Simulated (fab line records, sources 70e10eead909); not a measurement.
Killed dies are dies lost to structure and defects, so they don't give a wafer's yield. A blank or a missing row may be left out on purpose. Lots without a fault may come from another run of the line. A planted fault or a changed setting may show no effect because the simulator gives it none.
Chamber matching | flow nand_harc | NHARC_A_DECK1_JOINT_ETCHBACK_00 on rie_si-06: 4 sister chambers
The step etches the open film in HBr, target depth 30 nm, time 17.4 s. 4 wafers are shown with their chamber, then 6 later ones without.

WAFERS WITH THEIR CHAMBER
wafer  | chamber | drypump_motor_current_A (A)
L319.5 | 3       | 5.6
L321.3 | 1       | 5.4
L321.4 | 0       | 4.9
L321.6 | 2       | 5.6

WAFERS WITHOUT THEIR CHAMBER
wafer  | drypump_motor_current_A (A)
L322.3 | 5.4
L322.5 | 4.9
L322.6 | 5.4
L324.3 | 5.5
L324.4 | 5.6
L324.5 | 5.4

WHICH CHAMBER EACH WENT THROUGH
wafer  | from the rows above          | in truth
L322.3 | 1                            | 1
L322.5 | 0                            | 0
L322.6 | 1                            | 1
L324.3 | can't be placed: 1 or 2 or 3 | 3
L324.4 | can't be placed: 2 or 3      | 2
L324.5 | 1                            | 1
Placed correctly: 4 of 6. Can't be placed from these rows: 2 (the true chamber is among the candidates in 2). Placed wrongly: 0.
How it was worked out, from the rows above alone: a wafer's distance from a chamber is the root of the sum, over the readings, of the square of ((its reading less the chamber's mean) divided by the reading's scatter). The wafer belongs to the nearest chamber; if the next one is less than 2 further off, it can't be placed. A chamber's mean is the mean of its shown wafers. The scatter: with one shown wafer a chamber, the root of the mean of the squares of how far each hidden wafer lies from its nearest shown one.
